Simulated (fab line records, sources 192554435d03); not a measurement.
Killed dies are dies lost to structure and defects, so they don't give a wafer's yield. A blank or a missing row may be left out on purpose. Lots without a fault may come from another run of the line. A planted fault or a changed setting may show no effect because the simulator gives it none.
Chamber matching | flow n5_finfet | N5_BEOL_M8_DESCUM_33 on rie_diel-04: 4 sister chambers
The step chemistry O2, time 7 s. 16 wafers are shown with their chamber, then 8 later ones without.

WAFERS WITH THEIR CHAMBER
wafer  | chamber | showerhead_plenum_p_Torr (Torr) | drypump_motor_current_A (A) | throttle_valve_pct (%)
L080.2 | 3       | 2.16                            | 6.5                         | 20.34
L080.3 | 2       | 2.06                            | 4.9                         | 19.98
L080.5 | 3       | 2.16                            | 6.6                         | 20.36
L081.1 | 3       | 2.16                            | 6.6                         | 20.35
L081.2 | 0       | 2.05                            | 5.7                         | 19.95
L081.5 | 0       | 2.05                            | 5.7                         | 19.94
L086.3 | 1       | 2.09                            | 6.3                         | 20.38
L086.4 | 2       | 2.06                            | 4.9                         | 19.97
L086.5 | 2       | 2.06                            | 4.9                         | 19.99
L084.2 | 2       | 2.05                            | 4.9                         | 19.99
L084.4 | 0       | 2.05                            | 5.8                         | 19.96
L084.5 | 0       | 2.05                            | 5.8                         | 19.97
L088.3 | 0       | 2.05                            | 5.8                         | 19.96
L088.5 | 0       | 2.05                            | 5.7                         | 19.98
L088.6 | 3       | 2.16                            | 6.5                         | 20.19
L089.2 | 3       | 2.16                            | 6.5                         | 20.18

SIGNATURES (means of the wafers above)
reading                  | chamber 0 | chamber 1 | chamber 2 | chamber 3 | scatter within a chamber
showerhead_plenum_p_Torr | 2.0500    | 2.0900    | 2.0575    | 2.1600    | 0.0025
drypump_motor_current_A  | 5.750     | 6.300     | 4.900     | 6.540     | 0.0474
throttle_valve_pct       | 19.9600   | 20.3800   | 19.9825   | 20.2840   | 0.0534
Rule: a wafer's distance from a chamber is the root of the sum, over the readings, of the square of ((its reading less the chamber's mean) divided by the reading's scatter). The wafer belongs to the nearest chamber; if the next one is less than 2 further off, it can't be placed. The scatter: the root of (the sum of the squares of (reading less its chamber's mean) over the shown wafers, divided by (wafers less chambers)).

WAFERS WITHOUT THEIR CHAMBER
wafer  | showerhead_plenum_p_Torr (Torr) | drypump_motor_current_A (A) | throttle_valve_pct (%)
L089.4 | 2.05                            | 5.7                         | 19.98
L089.6 | 2.05                            | 5.8                         | 19.98
L094.2 | 2.08                            | 6.4                         | 20.39
L094.3 | 2.15                            | 6.6                         | 20.20
L094.4 | 2.04                            | 5.8                         | 20.00
L092.1 | 2.15                            | 6.6                         | 20.21
L092.4 | 2.05                            | 4.9                         | 20.00
L092.6 | 2.15                            | 6.6                         | 20.21

WHICH CHAMBER EACH WENT THROUGH
wafer  | from the rows above | in truth
L089.4 | 0                   | 0
L089.6 | 0                   | 0
L094.2 | 1                   | 1
L094.3 | 3                   | 3
L094.4 | 0                   | 0
L092.1 | 3                   | 3
L092.4 | 2                   | 2
L092.6 | 3                   | 3
Placed correctly: 8 of 8. Can't be placed from these rows: 0. Placed wrongly: 0.
